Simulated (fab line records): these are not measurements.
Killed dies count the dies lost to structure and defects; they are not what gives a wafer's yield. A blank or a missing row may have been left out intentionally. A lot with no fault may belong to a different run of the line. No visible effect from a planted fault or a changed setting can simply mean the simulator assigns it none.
fab line records | flow n5-finfet
record: lots: 8 wafers: 23 last-day: 20
route steps=1938 shown BEOL_M4@1111 BEOL_M10@1472 PASSIVATION@1936
lots that met no fault: taken from a fault-free run of the same line
start-h: hours from the record's opening day to when the first of the lot's shown wafers began | wait-h: how many hours have passed since the lot's step before this one | " as in the row above | L1.1+2: a row that stands for several wafers | - no value, or no start was given | * or withheld: withheld | < > ~ a bound
route shown NAME@n: names a module that has steps shown in the file, with the first one's number in the route | usual: average and standard deviation across the fault-free wafers | same: alike in all rows | chamber/n: place in a boat | sites: readings site by site | _std_site: standard deviation of those values | _edge_site: mean of outer sites minus mean of inner sites | radius-mm: how far each site lies from the wafer's centre | mask NAME#n: copy n | behind: the most recent tool/chamber to have shaped the wafer | hold: what put the lot on hold/how long, in hours/how the hold closed | device: the n, p or np transistor that did not switch | end of line: the tests these same wafers got at the end of their route | where a step has no rows: the recipe by itself | killed: not the wafer's yield, but the dies lost to structure and defects at the first sort | map: the dies of a wafer, with x for killed, . for not killed, _ for no die there
set.NAME: the setting that was run; set.NAME@STEP: the one run at that earlier step | model.NAME: the simulator's own value behind a step, which no gauge read
steps of the route over a sample of lots; a table a step, a row a wafer
services: a tool's chamber out of use, with start hour (start-h, from the record's first day; less than 0 if before it), hours out, and reason
== steps ==
step: N5_BEOL_M4_RC_MEAS_101
usual: DIBL_N: 36.0/1.9 DIBL_P: 35.6/2.2 IOFF_N: 0.15/0.031 IOFF_P: 0.19/0.032 ION_N: 668/11 ION_P: 455/7.2 SS_N: 71.5/0.65 SS_P: 73.4/0.64 VT_N: 251/3.6 VT_P: -253/3.3
columns lot.wafer tool chamber start-h wait-h DIBL_N[mV/V] DIBL_P[mV/V] IOFF_N[nA/um] IOFF_P[nA/um] ION_N[uA/um] ION_P[uA/um] SS_N[mV/dec] SS_P[mV/dec] VT_N[mV] VT_P[mV]
L442.3 prober-01 0 198.86 0.3 34.8 34.5 0.13 0.17 647 445 71.1 72.7 252 -253
L442.4 " 0 " " 36.2 35.2 0.15 0.17 663 453 70.9 72.5 254 -253
L442.5 " 0 " " 36.5 35.6 0.15 0.17 655 441 71.8 73.5 251 -254
L446.1 prober-01 0 241.22 0.0 37.8 38.5 0.18 0.21 682 457 72.4 73.8 249 -252
L446.2 " 0 " " 38.2 39.4 0.19 0.23 678 459 72.5 73.5 249 -253
L446.4 " 0 " " 36.1 37.7 0.16 0.21 677 466 71.5 73.6 248 -252
L445.1 prober-02 0 241.66 0.0 33.2 32.0 0.11 0.14 649 441 72.3 71.9 260 -256
L445.2 " 0 " " 38.8 39.7 0.21 0.25 672 453 73.0 73.9 246 -249
L445.3 " 0 " " 34.7 34.8 0.13 0.18 658 454 71.3 73.4 255 -252
L449.1 prober-02 0 277.22 0.0 33.7 33.8 0.13 0.17 657 458 71.4 72.4 254 -252
L449.3 " 0 " " 35.4 35.8 0.15 0.20 668 461 71.9 73.1 248 -252
L458.3 prober-02 0 313.97 0.3 39.8 39.7 0.22 0.24 700 467 71.8 74.1 248 -250
L458.4 " 0 " " 38.8 38.4 0.18 0.24 674 462 72.7 74.6 248 -252
L458.5 " 0 " " 38.1 37.0 0.17 0.20 671 458 71.4 73.9 250 -253
L459.1 prober-01 0 331.90 0.0 37.3 36.5 0.17 0.20 679 457 71.4 73.6 247 -251
L459.2 " 0 " " 36.7 35.3 0.15 0.18 665 451 72.2 72.7 250 -253
L459.6 " 0 " " 38.7 39.4 0.21 0.25 686 462 72.4 73.9 243 -251
L462.1 prober-02 0 333.71 0.0 33.1 33.5 0.11 0.13 662 444 70.6 72.9 259 -262
L462.2 " 0 " " 34.7 35.8 0.13 0.16 666 443 71.6 73.6 255 -262
L462.4 " 0 " " 34.6 37.0 0.14 0.17 665 449 71.9 74.3 252 -259
L463.1 prober-01 0 361.52 0.0 34.9 33.6 0.13 0.17 671 460 71.2 73.1 250 -252
L463.2 " 0 " " 34.3 33.6 0.12 0.18 653 451 70.9 73.2 254 -253
L463.4 " 0 " " 37.0 36.7 0.16 0.24 684 469 71.4 74.6 248 -246
step: N5_BEOL_M10_THK_MEAS_01
recipe: reads: SiCOH_lowk_of_BEOL_M10_ILD_DEP_00
usual: M10_ILD_THK: 268/3.8
columns lot.wafer tool chamber start-h wait-h M10_ILD_THK[nm]
L442.3 film-metro-01 - 246.59 0.3 262
L442.4 " - " " 268
L442.5 " - " " 271
L445.1 film-metro-02 - 285.00 0.4 268
L445.2 " - " " 267
L445.3 " - " " 268
L446.1 film-metro-01 - 290.12 0.4 270
L446.2 " - " " 262
L446.4 " - " " 273
L449.1 film-metro-01 - 321.45 0.4 261
L449.3 " - " " 263
L458.3 film-metro-02 - 360.42 0.3 269
L458.4 " - " " 273
L458.5 " - " " 267
L459.1 film-metro-01 - 377.75 0.4 263
L459.2 " - " " 264
L459.6 " - " " 268
L462.1 film-metro-01 - 383.86 0.4 259
L462.2 " - " " 260
L462.4 " - " " 269
L463.1 film-metro-02 - 412.36 0.4 265
L463.2 " - " " 262
L463.4 " - " " 266
step: N5_BEOL_M10_ETCH_61
recipe: chemistry: CF4 target: SiARC target-depth-a: 390 mask-material: CAR-ArF time-s: 65 ion-energy-ev: 80 pressure-mtorr: 40 source-w: 545 bias-w: 36 Ar_flow_sccm: 100 cf4-flow-sccm: 100 ends: cleared
usual: drypump-motor-current-A: 5.6/0.38 etch-rf-on-time-s: 64.9/1.2 mfc-ar-sccm: 99.9/0.3 oes-product-au: 0.70/0.066 rf-vpp-V: 184.6/0.98 showerhead-plenum-p-Torr: 2.18/0.046 throttle-valve-pct: 15.4/0.3
columns lot.wafer tool chamber start-h wait-h drypump-motor-current-A etch-rf-on-time-s mfc-ar-sccm oes-product-au rf-hours-counter-h rf-vpp-V showerhead-plenum-p-Torr throttle-valve-pct
L442.3 rie-diel-01 0 247.23 0.0 5.9 65.6 100.4 0.73 46 184.7 2.27 15.1
L442.4 " 2 " " 5.9 67.0 100.0 0.67 89 185.0 2.23 15.3
L442.5 " 2 " " 5.9 66.8 99.6 0.67 - 185.6 2.23 15.3
L445.1 rie-diel-04 0 288.31 0.0 6.1 64.2 100.3 0.75 60 184.6 2.18 15.2
L445.2 " 3 " " 5.5 64.8 99.8 0.72 45 184.2 2.18 15.2
L445.3 " 2 " " 5.9 66.2 100.0 0.59 236 183.4 2.11 15.8
L446.1 rie-diel-04 0 291.98 0.0 6.1 63.5 100.1 0.75 62 183.1 2.18 15.2
L446.2 " 1 " " 6.2 63.5 100.0 0.61 233 185.1 2.20 16.1
L446.4 " 3 " " 5.5 63.9 99.7 0.72 47 184.9 2.18 15.2
L449.1 rie-diel-04 0 323.01 0.0 6.1 63.7 99.5 0.74 72 185.3 2.17 15.2
L449.3 " 1 " " 6.3 64.1 100.3 0.60 242 184.0 2.20 16.1
L458.3 rie-diel-06 3 361.99 0.0 5.0 65.3 99.6 0.78 15 185.8 2.28 15.3
L458.4 " 3 " " 4.9 65.1 100.2 0.76 - 185.9 2.28 15.3
L458.5 " 2 " " 5.6 64.5 100.1 0.73 - 186.0 2.17 15.2
L459.1 rie-diel-06 3 379.32 0.0 4.9 64.0 99.4 0.76 21 184.8 2.28 15.3
L459.2 " 0 " " 5.2 66.3 100.4 0.70 74 185.3 2.17 15.1
L459.6 " 2 " " 5.6 64.0 99.2 0.73 - 185.1 2.16 15.2
L462.1 rie-diel-04 3 385.86 0.0 5.5 64.2 99.7 0.69 82 183.1 2.17 15.3
L462.2 " 0 " " 6.1 65.2 99.8 0.71 96 183.3 2.16 15.2
L462.4 " 2 " " 6.0 64.1 99.9 0.78 12 182.9 2.10 15.3
L463.1 rie-diel-04 0 414.18 0.0 6.1 65.0 100.2 0.70 105 183.7 2.16 15.3
L463.2 " 2 " " 5.9 65.0 99.8 0.76 21 185.2 2.10 15.3
L463.4 " 1 " " 6.2 63.8 99.8 0.81 12 184.1 2.19 15.6
step: N5_BEOL_M10_ETCH_62
recipe: chemistry: N2/H2 target: SOC target-depth-a: 1100 overetch-a: 220 mask-material: SiARC temp-c: 40 time-s: 165 ion-energy-ev: 200 pressure-mtorr: 30 source-w: 840 bias-w: 150 n2-flow-sccm: 200 h2-flow-sccm: 200
usual: drypump-motor-current-A: 5.7/0.38 oes-product-au: 0.69/0.062 rf-vpp-V: 525.4/1.7 showerhead-plenum-p-Torr: 2.59/0.06 throttle-valve-pct: 17.6/0.31
columns lot.wafer tool chamber start-h wait-h drypump-motor-current-A oes-product-au rf-hours-counter-h rf-vpp-V showerhead-plenum-p-Torr throttle-valve-pct
L442.3 rie-diel-01 0 247.28 0.0 5.9 0.72 46 527.8 2.69 17.3
L442.4 " 2 " " 5.9 0.67 89 527.5 2.68 17.6
L442.5 " 2 " " 5.9 0.67 - 527.1 2.68 17.6
L445.1 rie-diel-04 0 288.36 0.0 6.1 0.73 60 525.1 2.58 17.4
L445.2 " 3 " " 5.5 0.71 45 526.8 2.57 17.3
L445.3 " 2 " " 5.9 0.59 236 522.9 2.49 18.0
L446.1 rie-diel-04 0 292.03 0.0 6.1 0.62 62 527.1 2.58 17.4
L446.2 " 1 " " 6.3 0.60 233 524.9 2.61 18.2
L446.4 " 3 " " 5.5 0.61 47 524.3 2.57 17.3
L449.1 rie-diel-04 0 323.06 0.0 6.1 0.62 72 525.7 2.57 17.4
L449.3 " 1 " " 6.3 0.59 242 524.9 2.61 18.2
L458.3 rie-diel-06 3 362.04 0.0 4.9 0.76 15 528.1 2.70 17.4
L458.4 " 3 " " 5.0 0.76 - 529.2 2.70 17.4
L458.5 " 2 " " 5.6 0.72 - 525.1 2.59 17.5
L459.1 rie-diel-06 3 379.37 0.0 5.0 0.75 21 528.0 2.70 17.4
L459.2 " 0 " " 5.2 0.71 74 525.3 2.55 17.1
L459.6 " 2 " " 5.6 0.71 - 526.0 2.59 17.5
L462.1 rie-diel-04 3 385.91 0.0 5.5 0.67 82 524.5 2.55 17.3
L462.2 " 0 " " 6.1 0.70 96 523.2 2.56 17.5
L462.4 " 2 " " 6.0 0.78 12 523.9 2.48 17.6
L463.1 rie-diel-04 0 414.23 0.0 6.1 0.70 105 524.6 2.56 17.5
L463.2 " 2 " " 5.9 0.75 21 523.5 2.48 17.6
L463.4 " 1 " " 6.2 0.80 12 525.0 2.60 17.8
step: N5_BEOL_M10_STRIP_67
recipe: chemistry: CF4 resist: SiARC power-w: 300 bias-power-w: 75 pressure-mtorr: 50 cf4-flow-sccm: 150 rf-frequency-hz: 6e+07
usual: bias-power-w: 74.99/0.23 drypump-motor-current-A: 5.6/0.39 oes-product-au: 0.82/0.073 rf-vpp-V: 271.9/1.2 showerhead-plenum-p-Torr: 1.83/0.038 throttle-valve-pct: 13.39/0.29
columns lot.wafer tool chamber start-h wait-h bias-power-w drypump-motor-current-A oes-product-au rf-hours-counter-h rf-vpp-V showerhead-plenum-p-Torr throttle-valve-pct
L442.3 rie-diel-01 0 247.43 0.0 74.61 5.9 0.86 46 271.3 1.89 13.05
L442.4 " 2 " " 75.11 5.9 0.79 89 273.3 1.87 13.30
L442.5 " 2 " " 75.24 5.9 0.80 - 273.9 1.87 13.30
L445.1 rie-diel-04 0 288.50 0.0 75.14 6.1 0.87 60 272.3 1.83 13.16
L445.2 " 3 " " 74.96 5.5 0.84 45 272.5 1.83 13.20
L445.3 " 2 " " 75.03 6.0 0.71 236 270.8 1.76 13.73
L446.1 rie-diel-04 0 292.18 0.0 75.03 6.1 0.87 62 272.4 1.83 13.16
L446.2 " 1 " " 74.79 6.2 0.71 233 271.8 1.83 14.01
L446.4 " 3 " " 75.27 5.5 0.85 47 272.2 1.83 13.20
L449.1 rie-diel-04 0 323.20 0.0 75.13 6.1 0.85 72 271.1 1.83 13.18
L449.3 " 1 " " 75.09 6.2 0.70 242 271.4 1.83 14.03
L458.3 rie-diel-06 3 362.18 0.0 75.26 4.9 0.90 15 271.4 1.92 13.27
L458.4 " 3 " " 75.01 4.9 0.90 - 272.0 1.91 13.26
L458.5 " 2 " " 74.76 5.6 0.85 - 271.7 1.81 13.11
L459.1 rie-diel-06 3 379.52 0.0 74.80 4.9 0.88 21 274.6 1.91 13.28
L459.2 " 0 " " 74.95 5.2 0.84 74 272.2 1.83 13.14
L459.6 " 2 " " 75.03 5.6 0.83 - 271.2 1.81 13.12
L462.1 rie-diel-04 3 386.06 0.0 74.95 5.5 0.80 83 271.9 1.82 13.28
L462.2 " 0 " " 74.80 6.1 0.83 96 269.9 1.82 13.24
L462.4 " 2 " " 74.62 5.9 0.91 12 270.3 1.76 13.24
L463.1 rie-diel-04 0 414.37 0.0 75.09 6.1 0.83 105 272.1 1.82 13.24
L463.2 " 2 " " 75.45 6.0 0.89 21 269.1 1.75 13.25
L463.4 " 1 " " 74.86 6.2 0.94 12 272.6 1.82 13.51
step: N5_BEOL_M10_HM_OPEN_17
recipe: chemistry: Cl2/BCl3 target-depth-a: 200 overetch-a: 60 target: TiN mask-material: SOC ion-energy-ev: 150 pressure-mtorr: 10 icp-w: 1000 bias-w: 126 Cl2_flow_sccm: 53.25 bcl3-flow-sccm: 21.75 Ar_flow_sccm: 25
usual: drypump-motor-current-A: 5.8/0.57 mfc-ar-sccm: 25.00/0.078 oes-product-au: 0.67/0.063 throttle-valve-pct: 22.10/0.21
columns lot.wafer tool chamber start-h wait-h drypump-motor-current-A mfc-ar-sccm oes-product-au rf-hours-counter-h throttle-valve-pct
L442.3 rie-metal-02 1 247.50 0.1 5.6 24.97 0.60 - 22.44
L442.4 " 0 " " 6.6 25.00 0.77 - 21.94
L442.5 " 0 " " 6.5 25.03 0.79 - 21.92
L445.1 rie-metal-03 1 288.54 0.0 6.7 24.98 0.68 39 22.00
L445.2 " 0 " " 5.7 25.06 0.75 18 21.87
L445.3 " 0 " " 5.7 25.02 0.75 - 21.86
L446.1 rie-metal-01 1 292.22 0.0 5.0 25.06 0.28 52 22.64
L446.2 " 0 " " 5.5 24.96 0.64 47 22.14
L446.4 " 1 " " 5.0 25.01 0.29 - 22.64
L449.1 rie-metal-01 1 323.24 0.0 5.0 24.94 0.28 54 22.64
L449.3 " 0 " " 5.5 25.08 0.64 - 22.14
L458.3 rie-metal-02 0 362.25 0.1 6.5 24.95 0.72 - 21.97
L458.4 " 1 " " 5.6 25.05 0.58 - 22.46
L458.5 " 1 " " 5.6 25.04 0.58 - 22.46
L459.1 rie-metal-02 1 379.56 0.0 5.6 25.09 0.58 84 22.45
L459.2 " 0 " " 6.5 25.06 0.74 21 21.97
L459.6 " 0 " " 6.5 25.15 0.73 - 21.95
L462.1 rie-metal-03 0 386.10 0.0 5.7 25.05 0.72 26 21.90
L462.2 " 1 " " 6.7 25.04 0.67 46 22.00
L462.4 " 0 " " 5.7 25.12 0.72 - 21.89
L463.1 rie-metal-02 1 414.41 0.0 5.5 25.14 0.57 87 22.48
L463.2 " 0 " " 6.5 24.99 0.72 25 21.98
L463.4 " 1 " " 5.5 25.18 0.57 - 22.48
step: N5_BEOL_M10_CD_MEAS_18
recipe: pitch-nm: 140 target-cd-nm: 70
usual: cd-nm: 69.9/0.55
columns lot.wafer tool chamber start-h wait-h cd-nm
L442.3 cd-sem-03 - 247.66 0.1 68.6
L442.4 " - " " 69.3
L442.5 " - " " 69.5
L445.1 cd-sem-01 - 288.73 0.0 70.7
L445.2 " - " " 69.5
L445.3 " - " " 69.7
L446.1 cd-sem-01 - 292.59 0.0 -
L446.2 " - " " 69.3
L446.4 " - " " -
L449.1 cd-sem-01 - 323.45 0.0 -
L449.3 " - " " 69.7
L458.3 cd-sem-02 - 362.41 0.1 69.9
L458.4 " - " " 69.5
L458.5 " - " " 70.2
L459.1 cd-sem-01 - 379.74 0.0 69.2
L459.2 " - " " 70.7
L459.6 " - " " 69.3
L462.1 cd-sem-03 - 386.29 0.0 70.0
L462.2 " - " " 70.4
L462.4 " - " " 69.6
L463.1 cd-sem-02 - 414.60 0.0 69.7
L463.2 " - " " 70.0
L463.4 " - " " 70.4
step: N5_BEOL_M10_OCD_MEAS_38
usual: trench-depth-nm: 149.1/2.4
columns lot.wafer tool chamber start-h wait-h trench-depth-nm
L442.3 ocd-01 - 248.66 - 148.8
L442.4 " - " " 152.6
L442.5 " - " " 152.7
L445.1 ocd-02 - 291.10 - 151.0
L445.2 " - " " 146.5
L445.3 " - " " 151.0
L446.1 ocd-02 - 294.38 - -
L446.2 " - " " 148.6
L446.4 " - " " -
L449.1 ocd-01 - 326.05 - -
L449.3 " - " " 147.2
L458.3 ocd-02 - 363.83 - 153.9
L458.4 " - " " 150.7
L458.5 " - " " 152.0
L459.1 ocd-01 - 382.33 - 151.6
L459.2 " - " " 146.3
L459.6 " - " " 146.1
L462.1 ocd-02 - 388.41 - 150.8
L462.2 " - " " 148.7
L462.4 " - " " 149.7
L463.1 ocd-01 - 416.34 - 152.2
L463.2 " - " " 151.7
L463.4 " - " " 149.9
step: N5_PASSIVATION_PROBE_49
usual: defect-limited-yield: 91.3/1.4 killed_at_M0_to_M3: 34/10 killed_at_M4_up: 14/5.5 killed-at-contacts: 12/6 killed-at-front-end: 40/10 killed-at-other: 3.0/2.4 killed-dies: 103/17 killed-on-rim: 13/4.3 killed-open: 68/13 killed-short: 34/7.8 sort_bin_5_function: 5.1/0.97 sort_bin_6_memory: 3.3/0.66 sort_bin_8_speed: 0.02/0.12 sort-n-pass: 1077/17 sort-yield-pct: 91.2/1.4
same: gross-dies: 1180 killed-at-back-side: 0 sort_bin_4_leakage[%]: 0
columns lot.wafer tool chamber start-h wait-h defect-limited-yield[%] killed_at_M0_to_M3 killed_at_M4_up killed-at-contacts killed-at-front-end killed-at-other killed-dies killed-on-rim killed-open killed-short sort_bin_5_function[%] sort_bin_6_memory[%] sort_bin_8_speed[%] sort-n-pass sort-yield-pct[%]
L446.1 prober-02 - 347.58 0.0 0 32 1093 13 38 4 1180 152 66 32 97.0 2.5 0 0 0
L446.2 prober-02 - 347.63 0.1 93.8 34 7 10 19 3 73 8 49 24 3.6 2.2 0 1107 93.8
L446.4 prober-02 - 347.73 0.2 0 27 1105 11 35 2 1180 152 72 31 96.3 3.4 0 0 0
L449.1 prober-02 - 378.47 0.0 0 26 1106 11 34 3 1180 152 56 27 96.1 3.6 0 0 0
L449.3 prober-02 - 378.57 0.1 93.6 23 13 7 33 0 76 6 42 34 3.9 2.1 0 1104 93.6
killed by level:class
L446.1 BEOL_M10:area-etch=1080 STI_FIN_REVEAL:geometric-particle:open=15 BEOL_M1:geometric-particle:open=11 MOL_CONTACT_COAG:geometric-particle:open=11 BEOL_M0_SAQP:geometric-particle:short=8 BEOL_M0_SAQP:geometric-particle:open=7 FIN_SAQP:geometric-particle:short=5 STI_FIN_REVEAL:geometric-particle:short=4
L446.2 MOL_CONTACT_COAG:geometric-particle:open=9 BEOL_M0_SAQP:geometric-particle:open=8 BEOL_M1:geometric-particle:open=6 BEOL_M0_SAQP:geometric-particle:short=5 FIN_SAQP:geometric-particle:open=4 STI_FIN_REVEAL:geometric-particle:open=3 GATE_CUT:geometric-particle:open=3 BEOL_M0:geometric-particle:short=3
L446.4 BEOL_M10:area-etch=1077 STI_FIN_REVEAL:geometric-particle:open=13 BEOL_M4:geometric-particle:open=12 BEOL_M0_SAQP:geometric-particle:open=8 BEOL_M0_SAQP:geometric-particle:short=8 MOL_CONTACT_COAG:geometric-particle:open=7 STI_FIN_REVEAL:geometric-particle:short=6 BEOL_M3:geometric-particle:open=5
L449.1 BEOL_M10:area-etch=1095 STI_FIN_REVEAL:geometric-particle:open=14 BEOL_M2:geometric-particle:open=8 MOL_CONTACT_COAG:geometric-particle:open=6 BEOL_M0_SAQP:geometric-particle:short=6 MOL_CONTACT_COAG:geometric-particle:short=5 BEOL_M4:geometric-particle:open=5 GATE_CUT:geometric-particle:short=4
L449.3 GATE_CUT:geometric-particle:short=6 MOL_CONTACT_COAG:geometric-particle:open=6 BEOL_M4:geometric-particle:open=6 STARTING-WAFER:geometric-particle:short=6 STI_FIN_REVEAL:geometric-particle:open=5 BEOL_M0_SAQP:geometric-particle:open=5 BEOL_M2:geometric-particle:short=5 STARTING-WAFER:geometric-particle:open=5
== services ==
columns tool chamber start-h hours kind
rie-diel-01 - 252.18 2.8 pm
rie-metal-02 - 259.01 1.1 repair
rie-metal-02 1 266.96 4.9 repair
rie-metal-03 1 272.82 4.8 repair
rie-metal-02 0 284.47 3.0 repair
rie-diel-06 3 304.55 - clean
rie-diel-06 3 304.55 - consumable-replace:focus-ring
rie-diel-06 3 304.55 - consumable-replace:showerhead
rie-diel-06 3 304.55 15.0 scheduled-down
rie-diel-06 3 304.55 15.0 vent-cycle
rie-metal-02 1 307.00 6.2 repair
rie-diel-01 1 310.65 - clean
rie-diel-04 2 335.54 - clean
rie-diel-04 2 335.54 - consumable-replace:focus-ring
rie-diel-04 2 335.54 23.7 scheduled-down
rie-diel-04 2 335.54 23.7 vent-cycle
rie-diel-04 1 338.83 3.5 repair
rie-metal-03 1 351.35 12.2 repair
rie-diel-06 1 354.22 10.2 repair
rie-diel-01 0 354.91 5.7 repair
rie-diel-04 1 359.22 - clean
rie-diel-04 1 359.22 - consumable-replace:focus-ring
rie-diel-04 1 359.22 19.2 scheduled-down
rie-diel-04 1 359.22 19.2 vent-cycle
== key ==
first-sign: step: N5_BEOL_M10_HM_OPEN_17 reading: oes-product-au direction: down sigmas: 6.1 usual: 0.67 struck: 0.28
effect: step: N5_BEOL_M10_CD_MEAS_18 reading: cd-nm direction: missing
effect: step: N5_BEOL_M10_OCD_MEAS_38 reading: trench-depth-nm direction: missing
effect: step: N5_PASSIVATION_PROBE_49 reading: killed_at_M4_up direction: up sigmas: 99+ usual: 14 struck: 1101
more-kills-born-at: N5_BEOL_M10_ETCH_62@rie-diel-04: 3252
met-at N5_BEOL_M10_ETCH_62
struck-lots L446,L449
struck-wafers L446.1,L446.4,L449.1
later-rows-left-out L446.1,L446.4,L449.1
not-acting-at N5_BEOL_M10_THK_MEAS_01,N5_BEOL_M10_ETCH_61,N5_BEOL_M10_STRIP_67
onset-between 288.36 292.03
fault: kind: process-parameter-drift tool: rie-diel-04 chamber: - onset-h: 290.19 steps: N5_BEOL_M10_ETCH_62 channel: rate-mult offset: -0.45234 shape: step end-h: 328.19 scope: struck-wafers-only
later-rows-left-out: the simulator's readings of these wafers behind a module that went badly wrong aren't trusted and aren't shown, but for the sort
